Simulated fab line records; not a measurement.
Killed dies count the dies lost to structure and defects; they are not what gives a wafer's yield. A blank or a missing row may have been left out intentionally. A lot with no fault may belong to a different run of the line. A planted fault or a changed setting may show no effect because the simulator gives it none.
The tool behind it: which one? | flow nandHarc | 12 lots with 36 wafers sampled at 5 steps, on a route of 1302 steps

WHAT THE GAUGES READ, wafer by wafer
NHARC_A_CHANNEL_HOLE_D1_INSPECT_40. Usual: rawDefectCount 74, standard deviation 29.
lot  | measured     | on               | rawDefectCount | flag
L307 | day 9 04:09  | defectInspect-01 | 89 117 97      | 
L309 | day 9 15:38  | defectInspect-02 | 49 35 65       | 
L310 | day 10 12:36 | defectInspect-01 | 120 95 110     | 
L311 | day 10 21:37 | defectInspect-01 | 104 98 113     | 
L313 | day 11 17:37 | defectInspect-01 | 95 77 103      | 
L320 | day 14 21:42 | defectInspect-02 | 108 98 115     | 
L323 | day 15 15:35 | defectInspect-01 | 37 48 51       | 
L324 | day 16 07:53 | defectInspect-02 | 90 88 109      | 
L325 | day 16 14:16 | defectInspect-02 | 56 69 44       | 
L326 | day 17 03:11 | defectInspect-02 | 94 80 72       | 
L327 | day 18 08:30 | defectInspect-02 | 40 46 57       | 
L329 | day 18 11:11 | defectInspect-01 | 61 49 67       | 

NHARC_A_CHANNEL_FILL_D1_INSPECT_13. Usual: rawDefectCount 352, standard deviation 150.
lot  | measured     | on               | rawDefectCount | flag
L307 | day 11 10:29 | defectInspect-01 | 270 480 541    | 
L309 | day 11 17:07 | defectInspect-02 | 294 233 517    | 
L310 | day 12 15:36 | defectInspect-02 | 295 215 440    | 
L311 | day 13 00:05 | defectInspect-02 | 362 267 263    | 
L313 | day 13 18:25 | defectInspect-02 | 377 300 419    | 
L320 | day 16 21:29 | defectInspect-02 | 190 244 202    | 
L323 | day 17 19:11 | defectInspect-01 | 311 249 137    | 
L324 | day 18 08:33 | defectInspect-02 | 282 186 249    | 
L325 | day 18 14:31 | defectInspect-02 | 184 176 213    | 
L326 | day 19 04:26 | defectInspect-02 | 507 737 491    | 
L327 | day 20 09:59 | defectInspect-02 | 259 192 407    | 
L329 | day 20 09:59 | defectInspect-02 | 271 243 258    | 

NHARC_END_SORT_01. Usual: killedAtArray 52, standard deviation 16; killedAtOther 0.8, standard deviation 0.98; killedAtPeriphery 4.2, standard deviation 2.9; killedDies 57, standard deviation 16; killedOpen 3.3, standard deviation 1.9; killedShort 2.5, standard deviation 1.5.
lot  | measured     | on        | killedAtArray | killedAtOther | killedAtPeriphery | killedDies | killedOpen | killedShort | flag
L320 | day 29 23:02 | prober-01 | 47 54 41      | 1 0 0         | 2 3 4             | 50 57 45   | 2 5 4      | 2 1 0       | 

WHICH TOOL RAN EACH LOT (tool, then ch and the chambers of the sampled wafers, then the start)
lot  | NHARC_A_CHANNEL_FILL_D1_ETCHBACK_19 | NHARC_A_DECK1_JOINT_ETCHBACK_00
L307 | rieSi-06 ch 1,2,3, day 10 10:46     | rieSi-01 ch 0,1,3, day 11 21:17
L309 | rieSi-05 ch 2,3, day 10 17:25       | rieSi-04 ch 1,3, day 12 03:40
L310 | rieSi-02 ch 1,2,3, day 11 15:38     | rieSi-04 ch 1,2,3, day 13 02:18
L311 | rieSi-06 ch 2,3, day 12 00:18       | rieSi-04 ch 0,1,3, day 13 10:57
L313 | rieSi-05 ch 1,2,3, day 12 18:36     | rieSi-04 ch 0,1,2, day 14 05:01
L320 | rieSi-05 ch 0,2, day 15 21:59       | rieSi-01 ch 2,3, day 17 08:04
L323 | rieSi-02 ch 0,1,3, day 16 16:13     | rieSi-04 ch 2,3, day 18 05:46
L324 | rieSi-02 ch 0,1, day 17 08:13       | rieSi-03 ch 0,2, day 18 19:20
L325 | rieSi-05 ch 0,2,3, day 17 14:43     | rieSi-04 ch 0,3, day 19 04:43
L326 | rieSi-02 ch 0,2,3, day 18 04:26     | rieSi-01 ch 1,3, day 19 14:58
L327 | rieSi-02 ch 0,1,3, day 19 08:46     | rieSi-03 ch 0,2,3, day 20 20:32
L329 | rieSi-06 ch 0,2,3, day 19 12:19     | rieSi-01 ch 1,2,3, day 20 20:32
- NHARC_A_CHANNEL_FILL_D1_ETCHBACK_19: etches the open film in HBr/Cl2, target depth 5 nm, time 1.7 s.
- NHARC_A_DECK1_JOINT_ETCHBACK_00: etches the open film in HBr, target depth 30 nm, time 17.4 s.

AS READ BY THE TOOLS THEMSELVES (means over the sampled wafers that have a number; for cases with no such wafer, the mark the record gives instead)
NHARC_A_CHANNEL_FILL_D1_ETCHBACK_19. Usual: drypumpMotorCurrentA 5.8 A, standard deviation 0.41; hbrFlowSccm 150.0 sccm, standard deviation 0.43; oesProductAu 1.001 a.u., standard deviation 0.011; throttleValvePct 26.404 %, standard deviation 0.0095.
lot  | tool     | drypumpMotorCurrentA (A) | hbrFlowSccm (sccm) | oesProductAu (a.u.) | throttleValvePct (%) | flag
L307 | rieSi-06 | 5.8                      | 149.8              | 1.000               | 26.405               | 
L309 | rieSi-05 | 5.2                      | 149.9              | 0.999               | 26.401               | 
L310 | rieSi-02 | 5.6                      | 150.0              | 1.009               | 26.394               | 
L311 | rieSi-06 | 5.8                      | 149.7              | 0.993               | 26.402               | 
L313 | rieSi-05 | 5.5                      | 150.4              | 0.986               | 26.404               | 
L320 | rieSi-05 | 6.2                      | 149.8              | 0.998               | 26.405               | 
L323 | rieSi-02 | 5.6                      | 149.9              | 1.008               | 26.398               | 
L324 | rieSi-02 | 5.4                      | 150.1              | 1.002               | 26.401               | 
L325 | rieSi-05 | 5.7                      | 149.9              | 1.017               | 26.410               | 
L326 | rieSi-02 | 5.8                      | 149.7              | 1.005               | 26.398               | 
L327 | rieSi-02 | 5.7                      | 150.0              | 1.011               | 26.407               | 
L329 | rieSi-06 | 6.0                      | 149.5              | 0.999               | 26.400               | 

NHARC_A_DECK1_JOINT_ETCHBACK_00. Usual: drypumpMotorCurrentA 5.7 A, standard deviation 0.45; hbrFlowSccm 149.9 sccm, standard deviation 0.42; oesProductAu 1.001 a.u., standard deviation 0.014; runLengthS 38.8 s, standard deviation 0.46; throttleValvePct 23.266 %, standard deviation 0.0096.
lot  | tool     | drypumpMotorCurrentA (A) | hbrFlowSccm (sccm) | oesProductAu (a.u.) | runLengthS (s) | throttleValvePct (%) | flag
L307 | rieSi-01 | 6.0                      | 149.8              | 1.000               | 38.7           | 23.263               | 
L309 | rieSi-04 | 5.9                      | 149.8              | 1.019               | 38.4           | 23.272               | 
L310 | rieSi-04 | 5.8                      | 150.0              | 0.997               | 38.3           | 23.263               | 
L311 | rieSi-04 | 5.8                      | 150.1              | 1.005               | 35.2           | 23.276               | OFF
L313 | rieSi-04 | 5.7                      | 150.3              | 0.991               | 35.1           | 23.280               | OFF
L320 | rieSi-01 | 6.0                      | 150.4              | 1.008               | 39.0           | 23.259               | 
L323 | rieSi-04 | 5.6                      | 149.9              | 1.001               | 38.7           | 23.271               | 
L324 | rieSi-03 | 5.8                      | 149.6              | 1.001               | 39.0           | 23.257               | 
L325 | rieSi-04 | 5.4                      | 150.1              | 0.997               | 38.9           | 23.259               | 
L326 | rieSi-01 | 6.2                      | 150.1              | 1.004               | 39.2           | 23.265               | 
L327 | rieSi-03 | 5.5                      | 149.9              | 1.011               | 39.0           | 23.261               | 
L329 | rieSi-01 | 6.1                      | 150.1              | 1.011               | 39.1           | 23.261               | 

THE ANSWER, worked out from the rows above alone
Rule: a lot is off if the mean of its wafers that have a number lies more than 3 standard deviations from the usual mean. Also off: a lot with no number at a reading for which 4 or more lots have one. Any other lot the step has rows for is counted as sound. First the gauges in route order, then the tools' own readings, where a lot's mean is used as printed above. At the first step where some lot is off, the reading lying furthest off is the one used; lots without a number count as furthest.
Off, at NHARC_A_DECK1_JOINT_ETCHBACK_00 on runLengthS: L311, L313.
If a tool, at that step or one of the process steps before it, ran each lot that is off and ran no sound lot following the first of them, it fits. Not one of the candidates tried fits.

WHAT THE SIMULATOR HAD PUT IN
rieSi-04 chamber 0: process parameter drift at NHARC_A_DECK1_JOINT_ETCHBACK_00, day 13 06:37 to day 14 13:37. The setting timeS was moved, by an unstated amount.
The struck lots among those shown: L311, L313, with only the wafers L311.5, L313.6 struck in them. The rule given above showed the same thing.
